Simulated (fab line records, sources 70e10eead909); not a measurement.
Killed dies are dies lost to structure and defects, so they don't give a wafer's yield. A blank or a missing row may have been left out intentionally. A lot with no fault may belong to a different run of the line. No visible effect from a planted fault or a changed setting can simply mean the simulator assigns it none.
fab line records	flow nand_harc
record: lots: 24	wafers: 72	last_day: 24
route steps=1159 shown P_M1@310 P_M2@345 P_BONDPAD@375 A_CHANNEL_FILL_D1@494
lots that met no fault: from a run of the same line without faults
start_h: hours from the record's first day to the start of the lot's first wafer shown	wait_h: hours from the lot's prior step to this one	" unchanged from the row above	L1.1+2: a single row standing in for several wafers	- no value present, or no start provided	* or withheld: withheld	< > ~ a bound
route shown NAME@n: names a module that has steps shown in the file, with the first one's number in the route	usual: the fault-free wafers' mean and standard deviation	same: alike in all rows	chamber/n: place in a boat	sites: per-site readings	_std_site: standard deviation of those values	_edge_site: outer sites' mean less inner sites'	radius_mm: for every site, how far away it sits from the centre of the wafer	mask NAME#n: copy n	behind: the last tool/chamber to shape the wafer	hold: why the lot went on hold/how many hours it stayed there/how the hold came to an end	device: whichever transistor did not switch (one of n, p or np)	end of line: the same wafers' tests at the end of the route	for a step that has no rows: nothing shown but its recipe	killed: dies that structure and defects cost at the first sort, which is not the same as the wafer's yield	map: a wafer's dies, x killed, . not, _ none there
set.NAME: the setting the step ran with; set.NAME@STEP: the setting that earlier step ran with	model.NAME: the simulator's own value behind a step, which no gauge read
one table for each step of the route and one row for each wafer, over a sample of lots
services: when a tool's chamber went out of use (start_h, in hours from the record's first day, below 0 if earlier), for how many hours, and the reason
== steps ==
step: NHARC_P_M1_ANNEAL_31
recipe: temp_c: 225	time_s: 90
usual: wafer_temp_C_max: 226.00/0.28
lot.wafer	tool	chamber	start_h	wait_h	wafer_temp_C_max
L074.1	rtp_anneal-01	0	112.13	0.3	226.20
L074.3	"	0	"	"	226.64
L074.5	"	0	"	"	226.50
L075.1	rtp_anneal-01	0	131.61	-	226.18
L075.2	"	0	"	"	225.89
L075.3	"	0	"	"	226.22
L078.1	rtp_anneal-01	0	145.37	-	225.81
L078.4	"	0	"	"	225.94
L078.6	"	0	"	"	225.93
L076.2	rtp_anneal-02	0	145.90	-	225.83
L076.3	"	0	"	"	225.64
L076.6	"	0	"	"	225.69
L077.1	rtp_anneal-01	0	146.09	-	226.15
L077.2	"	0	"	"	225.79
L077.3	"	0	"	"	225.54
L080.1	rtp_anneal-01	0	154.72	0.3	226.21
L080.4	"	0	"	"	226.37
L080.5	"	0	"	"	226.39
L079.3	rtp_anneal-01	0	155.67	0.3	225.90
L079.4	"	0	"	"	226.59
L079.6	"	0	"	"	226.30
L082.2	rtp_anneal-02	0	164.98	-	225.58
L082.5	"	0	"	"	225.88
L082.6	"	0	"	"	226.06
L081.1	rtp_anneal-01	0	168.11	0.3	225.98
L081.2	"	0	"	"	225.99
L081.4	"	0	"	"	225.93
L085.2	rtp_anneal-02	0	182.88	0.3	225.79
L085.3	"	0	"	"	225.84
L085.6	"	0	"	"	225.82
L083.4	rtp_anneal-02	0	183.72	-	226.14
L083.5	"	0	"	"	225.96
L083.6	"	0	"	"	225.99
L084.3	rtp_anneal-01	0	185.46	-	226.45
L084.4	"	0	"	"	226.37
L084.5	"	0	"	"	226.42
L087.1	rtp_anneal-01	0	194.92	0.3	226.02
L087.5	"	0	"	"	226.26
L087.6	"	0	"	"	225.78
L086.2	rtp_anneal-02	0	196.09	-	225.78
L086.3	"	0	"	"	225.78
L086.5	"	0	"	"	225.67
L089.1	rtp_anneal-02	0	206.41	0.3	226.11
L089.3	"	0	"	"	225.92
L089.4	"	0	"	"	225.71
L088.1	rtp_anneal-02	0	206.99	-	225.81
L088.2	"	0	"	"	226.00
L088.4	"	0	"	"	225.81
L090.4	rtp_anneal-01	0	226.02	0.4	226.09
L090.5	"	0	"	"	226.40
L090.6	"	0	"	"	225.91
L091.2	rtp_anneal-02	0	226.23	0.3	225.93
L091.4	"	0	"	"	225.91
L091.5	"	0	"	"	225.61
L092.4	rtp_anneal-01	0	232.37	0.4	226.06
L092.5	"	0	"	"	226.05
L092.6	"	0	"	"	226.03
L093.1	rtp_anneal-01	0	236.80	0.3	225.90
L093.2	"	0	"	"	226.23
L093.3	"	0	"	"	225.83
L094.1	rtp_anneal-02	0	242.52	0.3	225.58
L094.2	"	0	"	"	225.51
L094.3	"	0	"	"	226.03
L096.1	rtp_anneal-02	0	255.30	-	226.11
L096.4	"	0	"	"	225.94
L096.6	"	0	"	"	225.99
L095.3	rtp_anneal-02	0	256.80	0.3	225.64
L095.4	"	0	"	"	226.06
L095.6	"	0	"	"	225.83
L097.1	rtp_anneal-01	0	256.86	0.3	225.75
L097.4	"	0	"	"	225.90
L097.5	"	0	"	"	226.32
step: NHARC_P_M2_THK_MEAS_24
recipe: thk_meas_gauge: xrf
usual: thk_nm: 144.5/1.7
lot.wafer	tool	chamber	start_h	wait_h	thk_nm
L074.1	film_metro-02	-	117.03	-	143.5
L074.3	"	-	"	"	142.6
L074.5	"	-	"	"	144.6
L075.1	film_metro-02	-	136.44	-	143.9
L075.2	"	-	"	"	143.8
L075.3	"	-	"	"	143.0
L078.1	film_metro-02	-	150.41	-	146.7
L078.4	"	-	"	"	144.7
L078.6	"	-	"	"	147.1
L076.2	film_metro-01	-	150.85	-	144.5
L076.3	"	-	"	"	143.7
L076.6	"	-	"	"	144.5
L077.1	film_metro-01	-	151.03	-	146.1
L077.2	"	-	"	"	143.3
L077.3	"	-	"	"	144.6
L080.1	film_metro-01	-	159.55	-	147.9
L080.4	"	-	"	"	144.5
L080.5	"	-	"	"	144.6
L079.3	film_metro-01	-	160.69	-	145.5
L079.4	"	-	"	"	144.9
L079.6	"	-	"	"	144.0
L082.2	film_metro-02	-	169.81	-	142.6
L082.5	"	-	"	"	141.7
L082.6	"	-	"	"	144.7
L081.1	film_metro-02	-	173.23	-	142.4
L081.2	"	-	"	"	143.7
L081.4	"	-	"	"	142.9
L085.2	film_metro-02	-	187.69	-	138.8
L085.3	"	-	"	"	142.1
L085.6	"	-	"	"	140.6
L083.4	film_metro-02	-	188.35	-	145.4
L083.5	"	-	"	"	143.8
L083.6	"	-	"	"	144.1
L084.3	film_metro-02	-	190.67	-	143.9
L084.4	"	-	"	"	145.6
L084.5	"	-	"	"	144.0
L087.1	film_metro-01	-	199.63	-	147.2
L087.5	"	-	"	"	145.6
L087.6	"	-	"	"	143.2
L086.2	film_metro-01	-	200.73	-	142.4
L086.3	"	-	"	"	148.0
L086.5	"	-	"	"	144.2
L089.1	film_metro-01	-	211.10	-	144.5
L089.3	"	-	"	"	144.5
L089.4	"	-	"	"	144.3
L088.1	film_metro-02	-	211.87	-	143.5
L088.2	"	-	"	"	144.1
L088.4	"	-	"	"	145.3
L090.4	film_metro-02	-	230.84	-	144.2
L090.5	"	-	"	"	144.2
L090.6	"	-	"	"	144.8
L091.2	film_metro-01	-	231.16	-	144.9
L091.4	"	-	"	"	145.1
L091.5	"	-	"	"	144.3
L092.4	film_metro-01	-	237.09	-	143.2
L092.5	"	-	"	"	143.8
L092.6	"	-	"	"	145.8
L093.1	film_metro-02	-	241.71	-	144.4
L093.2	"	-	"	"	143.5
L093.3	"	-	"	"	143.2
L094.1	film_metro-02	-	247.44	-	144.9
L094.2	"	-	"	"	145.3
L094.3	"	-	"	"	146.8
L096.1	film_metro-01	-	260.05	-	144.7
L096.4	"	-	"	"	146.7
L096.6	"	-	"	"	146.9
L095.3	film_metro-01	-	261.64	-	143.7
L095.4	"	-	"	"	143.3
L095.6	"	-	"	"	145.2
L097.1	film_metro-02	-	261.72	-	145.2
L097.4	"	-	"	"	145.3
L097.5	"	-	"	"	143.9
step: NHARC_P_M2_DEP_33
recipe: target_thk_a: 300	temp_c: 370	target_thk_nm: 30	pressure_torr: 3	flow_sccm: 200	rf_w: 450	material: SiCN
usual: heater_power_w: 565/59
lot.wafer	tool	chamber	start_h	wait_h	heater_power_w
L074.1	pecvd-01	1	117.39	0.1	697
L074.3	"	2	"	"	623
L074.5	"	0	"	"	499
L075.3	pecvd-01	2	136.74	0.1	683
L075.1	"	0	"	"	570
L075.2	"	1	"	"	713
L078.1	pecvd-02	2	150.75	0.1	540
L078.6	"	1	"	"	612
L078.4	"	0	"	"	510
L076.2	pecvd-02	2	151.15	0.1	543
L076.3	"	1	"	"	555
L076.6	"	1	"	"	562
L077.2	pecvd-02	2	151.49	0.1	551
L077.1	"	0	"	"	499
L077.3	"	1	"	"	597
L080.1	pecvd-04	1	159.93	0.1	532
L080.5	"	2	"	"	482
L080.4	"	1	"	"	536
L079.3	pecvd-04	2	160.99	0.1	480
L079.4	"	2	"	"	480
L079.6	"	0	"	"	663
L082.2	pecvd-04	0	170.11	0.1	699
L082.6	"	0	"	"	676
L082.5	"	2	"	"	549
L081.1	pecvd-02	1	173.53	0.1	605
L081.2	"	0	"	"	432
L081.4	"	0	"	"	446
L085.3	pecvd-04	0	187.99	0.1	639
L085.2	"	1	"	"	581
L085.6	"	1	"	"	579
L083.4	pecvd-02	2	188.80	0.2	533
L083.5	"	0	"	"	526
L083.6	"	1	"	"	509
L084.3	pecvd-04	1	191.02	0.1	612
L084.4	"	1	"	"	628
L084.5	"	2	"	"	464
L087.1	pecvd-01	0	199.94	0.1	565
L087.6	"	1	"	"	645
L087.5	"	2	"	"	563
L086.3	pecvd-02	2	201.05	0.1	574
L086.2	"	0	"	"	529
L086.5	"	2	"	"	581
L089.1	pecvd-04	1	211.45	0.1	533
L089.3	"	2	"	"	520
L089.4	"	1	"	"	542
L088.2	pecvd-01	2	212.22	0.1	596
L088.1	"	0	"	"	581
L088.4	"	2	"	"	599
L090.4	pecvd-02	2	231.27	0.2	548
L090.6	"	0	"	"	487
L090.5	"	1	"	"	566
L091.2	pecvd-04	2	231.54	0.1	519
L091.4	"	1	"	"	593
L091.5	"	2	"	"	521
L092.6	pecvd-02	1	237.52	0.2	555
L092.4	"	2	"	"	549
L092.5	"	0	"	"	496
L093.2	pecvd-02	0	242.03	0.1	521
L093.3	"	1	"	"	555
L093.1	"	2	"	"	607
L094.3	pecvd-04	0	247.75	0.1	667
L094.2	"	1	"	"	539
L094.1	"	2	"	"	483
L096.1	pecvd-02	1	260.39	0.1	529
L096.6	"	0	"	"	512
L096.4	"	2	"	"	498
L095.3	pecvd-02	2	261.95	0.1	607
L095.6	"	2	"	"	601
L095.4	"	1	"	"	607
L097.1	pecvd-01	2	262.11	0.1	600
L097.4	"	0	"	"	533
L097.5	"	2	"	"	609
step: NHARC_P_BONDPAD_PRE_CLEAN_26
recipe: time_s: 30	temp_c: 280	gas: H2/He
usual: heater_power_w: 427/43
lot.wafer	tool	chamber	start_h	wait_h	heater_power_w
L074.1	pvd_sputter-01	-	-	-	398
L074.3	"	-	"	"	444
L074.5	"	-	"	"	529
L075.2	pvd_sputter-02	-	-	-	435
L075.3	"	-	"	"	378
L075.1	"	-	"	"	441
L078.4	pvd_sputter-02	-	-	-	435
L078.1	"	-	"	"	440
L078.6	"	-	"	"	388
L076.3	pvd_sputter-02	-	-	-	432
L076.2	"	-	"	"	383
L076.6	"	-	"	"	430
L077.2	pvd_sputter-01	-	-	-	394
L077.3	"	-	"	"	504
L077.1	"	-	"	"	356
L080.1	pvd_sputter-02	-	-	-	422
L080.4	"	-	"	"	387
L080.5	"	-	"	"	432
L079.4	pvd_sputter-02	-	-	-	434
L079.3	"	-	"	"	436
L079.6	"	-	"	"	432
L082.2	pvd_sputter-03	-	-	-	437
L082.5	"	-	"	"	393
L082.6	"	-	"	"	434
L081.4	pvd_sputter-02	-	-	-	436
L081.1	"	-	"	"	379
L081.2	"	-	"	"	428
L085.3	pvd_sputter-01	-	-	-	475
L085.2	"	-	"	"	356
L085.6	"	-	"	"	401
L083.4	pvd_sputter-03	-	-	-	443
L083.5	"	-	"	"	391
L083.6	"	-	"	"	424
L084.3	pvd_sputter-03	-	-	-	413
L084.4	"	-	"	"	380
L084.5	"	-	"	"	468
L087.1	pvd_sputter-03	-	-	-	396
L087.6	"	-	"	"	440
L087.5	"	-	"	"	390
L086.3	pvd_sputter-01	-	-	-	357
L086.2	"	-	"	"	462
L086.5	"	-	"	"	536
L089.3	pvd_sputter-03	-	-	-	476
L089.4	"	-	"	"	391
L089.1	"	-	"	"	442
L088.1	pvd_sputter-03	-	-	-	389
L088.4	"	-	"	"	483
L088.2	"	-	"	"	436
L090.4	pvd_sputter-03	-	-	-	463
L090.6	"	-	"	"	431
L090.5	"	-	"	"	480
L091.4	pvd_sputter-01	-	-	-	364
L091.2	"	-	"	"	533
L091.5	"	-	"	"	375
L092.4	pvd_sputter-03	-	-	-	478
L092.5	"	-	"	"	432
L092.6	"	-	"	"	478
L093.2	pvd_sputter-01	-	-	-	395
L093.3	"	-	"	"	445
L093.1	"	-	"	"	520
L094.3	pvd_sputter-02	-	-	-	398
L094.1	"	-	"	"	432
L094.2	"	-	"	"	368
L096.4	pvd_sputter-01	-	-	-	370
L096.1	"	-	"	"	395
L096.6	"	-	"	"	365
L095.3	pvd_sputter-01	-	-	-	405
L095.4	"	-	"	"	466
L095.6	"	-	"	"	409
L097.1	pvd_sputter-03	-	-	-	390
L097.4	"	-	"	"	426
L097.5	"	-	"	"	425
step: NHARC_P_BONDPAD_ACTIVATE_29
recipe: time_s: 60	n2_flow_sccm: 200	ar_flow_sccm: 0	bias_power_w: 0	chemistry: N2
usual: drypump_motor_current_A: 5.6/0.43	oes_product_au: 1.006/0.012	rf_vpp_V: 64.0/0.96	showerhead_plenum_p_Torr: 1.75/0.063
same: bias_power_w: 0
lot.wafer	tool	chamber	start_h	wait_h	drypump_motor_current_A	oes_product_au	rf_hours_counter_h	rf_vpp_V	showerhead_plenum_p_Torr
L074.3	rie_diel-03	1	121.82	0.1	4.9	0.997	25	63.7	1.82
L074.1	"	2	"	"	5.2	1.022	25	63.6	1.84
L074.5	"	2	"	"	5.2	1.015	-	64.7	1.84
L075.1	rie_diel-02	2	141.23	0.1	5.3	1.022	57	65.0	1.72
L075.2	"	3	"	"	5.2	1.017	59	62.8	1.75
L075.3	"	1	"	"	6.0	0.989	55	64.3	1.66
L078.4	rie_diel-03	0	155.31	0.1	5.1	1.019	37	66.5	1.77
L078.1	"	2	"	"	5.2	1.018	37	65.3	1.84
L078.6	"	0	"	"	5.1	1.009	-	65.4	1.77
L076.2	rie_diel-06	1	155.91	0.1	5.9	1.015	10	64.1	1.82
L076.3	"	2	"	"	5.8	1.032	9	63.3	1.75
L076.6	"	1	"	"	5.9	1.000	-	64.3	1.82
L077.2	rie_diel-06	0	156.19	0.1	4.8	1.000	7	64.9	1.82
L077.1	"	1	"	"	5.9	0.992	10	63.1	1.82
L077.3	"	2	"	"	5.8	1.019	9	63.4	1.75
L080.1	rie_diel-06	2	164.30	0.1	5.8	1.009	9	64.0	1.75
L080.4	"	0	"	"	4.8	0.998	8	65.2	1.82
L080.5	"	2	"	"	5.8	1.015	-	64.0	1.75
L079.3	rie_diel-06	3	165.50	0.1	5.9	0.994	9	63.1	1.66
L079.4	"	1	"	"	5.9	1.007	11	63.3	1.82
L079.6	"	3	"	"	5.9	0.993	-	63.0	1.66
L082.2	rie_diel-06	1	174.78	0.1	5.9	1.002	11	64.8	1.82
L082.6	"	2	"	"	5.8	1.034	-	64.4	1.75
L082.5	"	3	"	"	5.9	0.992	-	64.8	1.66
L081.1	rie_diel-06	2	178.02	0.1	5.8	1.033	10	63.9	1.75
L081.2	"	3	"	"	5.9	0.992	10	64.4	1.66
L081.4	"	1	"	"	5.9	1.011	11	62.3	1.82
L085.3	rie_diel-02	2	192.47	0.1	5.4	1.000	13	63.5	1.71
L085.2	"	3	"	"	5.2	1.012	13	64.9	1.75
L085.6	"	2	"	"	5.3	1.010	-	64.6	1.71
L083.4	rie_diel-02	3	193.27	0.1	5.2	0.997	13	62.4	1.75
L083.5	"	3	"	"	5.2	0.992	-	64.4	1.74
L083.6	"	0	"	"	5.9	1.006	-	63.2	1.71
L084.3	rie_diel-02	2	195.44	0.1	5.3	1.004	14	63.9	1.71
L084.4	"	3	"	"	5.2	0.998	14	64.2	1.75
L084.5	"	1	"	"	6.0	0.991	-	64.3	1.66
L087.1	rie_diel-06	3	204.58	0.1	5.9	1.000	12	63.5	1.66
L087.5	"	1	"	"	5.9	1.007	-	65.4	1.82
L087.6	"	2	"	"	5.8	1.015	-	64.5	1.75
L086.3	rie_diel-06	1	205.40	0.1	5.9	1.005	14	64.1	1.82
L086.2	"	3	"	"	5.9	0.998	12	63.3	1.66
L086.5	"	1	"	"	6.0	1.005	-	64.7	1.82
L089.3	rie_diel-06	3	215.78	0.1	5.9	1.011	13	64.9	1.66
L089.4	"	0	"	"	4.8	0.996	12	66.4	1.82
L089.1	"	2	"	"	5.8	1.024	14	65.3	1.75
L088.4	rie_diel-06	0	216.66	0.1	4.8	0.997	12	64.8	1.82
L088.1	"	2	"	"	5.8	1.027	14	64.4	1.75
L088.2	"	3	"	"	5.9	0.992	13	63.9	1.66
L090.4	rie_diel-06	0	235.74	0.1	4.8	0.992	14	63.9	1.82
L090.6	"	0	"	"	4.8	0.997	-	63.3	1.82
L090.5	"	1	"	"	5.9	1.003	-	63.7	1.82
L091.4	rie_diel-06	3	235.98	0.1	5.9	1.007	15	63.4	1.66
L091.2	"	1	"	"	5.9	1.003	16	65.1	1.82
L091.5	"	3	"	"	5.9	1.013	-	63.9	1.66
L092.4	rie_diel-03	1	241.79	0.1	4.9	0.990	6	64.0	1.81
L092.5	"	2	"	"	5.2	1.011	-	64.0	1.83
L092.6	"	3	"	"	6.0	1.014	-	62.5	1.75
L093.3	rie_diel-02	1	246.85	0.1	6.0	1.011	31	62.4	1.65
L093.2	"	2	"	"	5.4	1.017	36	63.6	1.71
L093.1	"	0	"	"	5.8	1.010	36	64.6	1.70
L094.1	rie_diel-02	1	252.24	0.1	6.0	0.994	33	62.6	1.65
L094.2	"	2	"	"	5.3	0.997	37	64.5	1.71
L094.3	"	0	"	"	5.8	1.011	37	63.7	1.70
L096.1	rie_diel-06	0	265.03	0.1	4.8	1.005	1	64.2	1.82
L096.4	"	1	"	"	5.9	1.007	1	63.4	1.82
L096.6	"	2	"	"	5.8	0.999	-	63.1	1.75
L095.4	rie_diel-06	3	266.32	0.1	5.9	0.996	1	63.7	1.66
L095.3	"	0	"	"	4.8	1.006	1	62.2	1.82
L095.6	"	2	"	"	5.8	1.006	-	63.4	1.75
L097.1	rie_diel-06	2	266.60	0.1	5.8	1.000	1	64.6	1.75
L097.4	"	3	"	"	5.9	0.999	1	61.8	1.66
L097.5	"	1	"	"	6.0	1.009	-	64.1	1.82
step: NHARC_A_CHANNEL_FILL_D1_ALD_14
recipe: target_thk_a: 25	pulse_time_s: 10	ald_cycles: 25	temp_c: 300	material: SiO2
usual: heater_power_w: 469/71	precursor_pulse_height_rel: 0.999/0.019
lot.wafer	tool	chamber	start_h	wait_h	heater_power_w	precursor_pulse_height_rel
L074.3	ald_hk-03	2	173.48	0.0	432	0.997
L074.1	"	3	"	"	621	0.983
L074.5	"	3	"	"	625	1.011
L075.3	ald_hk-02	0	199.84	0.0	543	1.002
L075.1	"	1	"	"	494	0.981
L075.2	"	2	"	"	404	1.013
L078.4	ald_hk-02	3	211.59	0.9	425	0.986
L078.1	"	0	"	"	542	1.011
L078.6	"	3	"	"	418	0.996
L076.2	ald_hk-02	1	211.81	1.1	487	1.012
L076.3	"	2	"	"	403	1.037
L076.6	"	0	"	"	558	1.012
L077.1	ald_hk-02	0	212.00	1.3	541	1.007
L077.3	"	1	"	"	495	0.997
L077.2	"	2	"	"	399	0.993
L079.3	ald_hk-02	1	220.61	0.0	510	0.987
L079.4	"	2	"	"	406	1.003
L079.6	"	1	"	"	499	0.982
L080.1	ald_hk-03	2	223.68	0.0	442	0.973
L080.4	"	3	"	"	630	1.006
L080.5	"	2	"	"	428	1.019
L082.2	ald_hk-04	3	229.62	0.6	565	1.008
L082.6	"	0	"	"	454	0.991
L082.5	"	1	"	"	383	0.980
L081.1	ald_hk-04	1	237.93	0.1	386	0.987
L081.2	"	2	"	"	380	1.008
L081.4	"	3	"	"	576	0.999
L085.2	ald_hk-03	2	252.97	0.0	423	1.010
L085.3	"	1	"	"	493	0.990
L085.6	"	2	"	"	432	0.971
L084.4	ald_hk-02	3	253.08	0.2	435	0.974
L084.3	"	1	"	"	488	0.967
L084.5	"	3	"	"	430	0.986
L083.4	ald_hk-02	0	257.06	0.1	550	1.030
L083.6	"	2	"	"	412	0.994
L083.5	"	3	"	"	422	0.999
L087.1	ald_hk-04	0	261.20	0.1	454	1.012
L087.5	"	0	"	"	457	1.001
L087.6	"	1	"	"	398	1.017
L086.3	ald_hk-03	1	261.20	0.1	501	0.997
L086.2	"	3	"	"	617	1.018
L086.5	"	2	"	"	438	1.020
L089.3	ald_hk-03	0	270.76	0.1	438	0.965
L089.1	"	1	"	"	511	0.973
L089.4	"	2	"	"	432	1.034
L088.4	ald_hk-02	2	270.76	0.1	400	1.044
L088.1	"	3	"	"	418	1.002
L088.2	"	0	"	"	551	0.987
L090.4	ald_hk-04	3	295.28	0.7	555	0.997
L090.5	"	2	"	"	389	1.000
L090.6	"	3	"	"	557	1.028
L092.4	ald_hk-04	2	295.57	1.0	394	0.971
L092.5	"	3	"	"	564	1.017
L092.6	"	0	"	"	457	1.006
L093.1	ald_hk-03	0	301.43	0.0	435	1.020
L093.3	"	1	"	"	493	0.998
L093.2	"	2	"	"	438	0.994
L091.2	ald_hk-02	0	301.50	0.1	582	0.996
L091.4	"	1	"	"	477	0.996
L091.5	"	2	"	"	427	1.004
L094.2	ald_hk-04	0	307.45	0.0	436	1.005
L094.3	"	1	"	"	414	0.981
L094.1	"	3	"	"	573	0.957
L095.3	ald_hk-02	0	320.82	0.1	568	0.980
L095.4	"	1	"	"	497	0.972
L095.6	"	3	"	"	407	1.004
L097.4	ald_hk-04	2	330.32	5.4	376	0.986
L097.1	"	1	"	"	398	1.024
L097.5	"	2	"	"	392	1.011
L096.4	ald_hk-04	3	331.22	2.1	567	1.031
L096.1	"	0	"	"	442	1.032
L096.6	"	2	"	"	384	0.971
== services ==
tool	chamber	start_h	hours	kind
ald_hk-02	-	96.17	0.5	repair
ald_hk-02	-	105.60	10.0	pm
ald_hk-04	-	111.82	0.8	repair
rie_diel-02	3	122.59	2.7	repair
rie_diel-06	0	139.56	16.0	repair
ald_hk-03	-	144.40	10.0	pm
rie_diel-02	-	150.86	9.0	pm
pecvd-02	-	153.01	13.0	pm
pvd_sputter-03	-	153.96	10.0	pm
pvd_sputter-01	-	172.68	3.9	repair
pvd_sputter-01	-	176.60	10.0	pm
pvd_sputter-03	-	179.79	0.5	repair
ald_hk-04	-	187.58	10.0	pm
pecvd-04	-	195.09	13.0	pm
pvd_sputter-01	-	199.13	3.9	repair
pecvd-02	-	209.51	1.1	repair
pvd_sputter-02	-	214.00	10.0	pm
pvd_sputter-03	-	216.07	5.1	repair
rie_diel-06	-	241.20	9.0	pm
pecvd-02	-	250.93	0.9	repair
pecvd-04	-	260.62	1.5	repair
pvd_sputter-02	-	266.00	3.6	repair
pvd_sputter-01	-	274.65	8.2	repair
rtp_anneal-02	-	300.00	12.0	pm
== key ==
fault none
